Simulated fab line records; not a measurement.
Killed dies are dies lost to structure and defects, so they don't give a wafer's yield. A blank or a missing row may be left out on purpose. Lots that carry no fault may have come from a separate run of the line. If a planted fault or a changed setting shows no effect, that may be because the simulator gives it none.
Split-lot trial + flow n5Finfet + 21 wafers read from 7 lots, route of 1938 steps

== ON THE SPLIT ==
At N5_FIN_CUT_ETCH_21 (etches SOC in N2/H2, target depth 219 nm, overetch 43.8 nm, time 523.5 s), the setting biasW was moved away from the recipe's 61 W on 5 of the 21 wafers read, by -9.3% to +13.6%. The other wafers ran this setting at the recipe's value.

The reading is taken at the split's own step.

== THE READING ==
rfVppV, in V, at N5_FIN_CUT_ETCH_21 (etches SOC in N2/H2, target depth 219 nm, overetch 43.8 nm, time 523.5 s). Typical for fault-free wafers on this fab line: 240.4 V, with standard deviation 1.3 V.

| wafer  | tool, chamber at the split | biasW as run, W | against the recipe | rfVppV, V | against lot-mates on the recipe |
|--------|----------------------------|-----------------|--------------------|-----------|---------------------------------|
| L079.2 | rieDiel-05, 2              | 61              | recipe             | 239.9     | -                               |
| L079.4 | rieDiel-05, 2              | 61              | recipe             | 239.4     | -                               |
| L079.5 | rieDiel-05, 2              | 61              | recipe             | 237.9     | -                               |
| L080.1 | rieDiel-05, 0              | 61              | recipe             | 241.5     | -                               |
| L080.2 | rieDiel-05, 1              | 61              | recipe             | 242.2     | -                               |
| L080.6 | rieDiel-05, 1              | 61              | recipe             | 240.4     | -                               |
| L082.2 | rieDiel-05, 2              | 61              | recipe             | 240.1     | -                               |
| L082.4 | rieDiel-05, 2              | 61              | recipe             | 240.0     | -                               |
| L082.5 | rieDiel-05, 1              | 57.07           | -6.4%              | 232.6     | -7.5                            |
| L084.1 | rieDiel-06, 0              | 69.31           | +13.6%             | 258.7     | +17.9                           |
| L084.4 | rieDiel-06, 2              | 69.31           | +13.6%             | 259.8     | +19.0                           |
| L084.6 | rieDiel-06, 3              | 61              | recipe             | 240.8     | -                               |
| L091.1 | rieDiel-05, 3              | 61              | recipe             | 242.9     | -                               |
| L091.3 | rieDiel-05, 2              | 61              | recipe             | 240.0     | -                               |
| L091.4 | rieDiel-05, 1              | 61              | recipe             | 240.7     | -                               |
| L092.1 | rieDiel-05, 0              | 55.3            | -9.3%              | 224.9     | -14.8                           |
| L092.2 | rieDiel-05, 1              | 61              | recipe             | 239.6     | -                               |
| L092.5 | rieDiel-05, 2              | 61              | recipe             | 239.9     | -                               |
| L097.2 | rieDiel-06, 2              | 61              | recipe             | 240.5     | -                               |
| L097.5 | rieDiel-06, 1              | 61              | recipe             | 241.7     | -                               |
| L097.6 | rieDiel-06, 2              | 68.53           | +12.3%             | 257.9     | +16.8                           |

THE FIT
A straight line over all 21 wafers: rfVppV changes by +1.42 V for each +1% of biasW; r = +0.99; the points scatter about the line by 1.2 V.
The same after taking each lot's own level away (the mean of its wafers on the recipe; 21 wafers): +1.38 V for each +1%; r = +0.99; scatter 0.91 V.
That fit puts the effect of the largest move of biasW on the reading at 19 V.
The span of the lots' own levels, 239.07 to 241.37 V, comes to 1.8 times the standard deviation stated above.
Hence the lot-to-lot level has little effect on the slope; both slopes agree.
Check: +19 V against its lot-mates is what the line predicts for one of the wafers moved furthest among these (+13.6%) when that wafer is left out of the fit. Against them it came out at +17.9 V.
Tool readings at the split's step, against how far the setting was moved: rfVppV r = +0.99.

== THE OTHER SPLITS THESE WAFERS WENT THROUGH ==
Note: prior to the reading, these wafers also went through further splits. Each is held against what the fit with the lots' levels taken away leaves over:
| other split on the same wafers           | wafers away from the commonest value | r with rfVppV (lot level and that fit taken away) |
|------------------------------------------|--------------------------------------|---------------------------------------------------|
| N5_ZERO_LAYER_EXPOSE_08 doseMj           | 7                                    | +0.12                                             |
| N5_ZERO_LAYER_ETCH_18 icpW               | 7                                    | +0.05                                             |
| N5_PMOS_HMC_CHANNEL_EPI_COAT_31 spinRpm  | 7                                    | -0.01                                             |
| N5_PMOS_HMC_CHANNEL_EPI_EXPOSE_06 doseMj | 5                                    | +0.07                                             |

== FILE'S OWN FIT ==
rfVppV changes by +1.38 V for each +1% of biasW, r = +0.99.
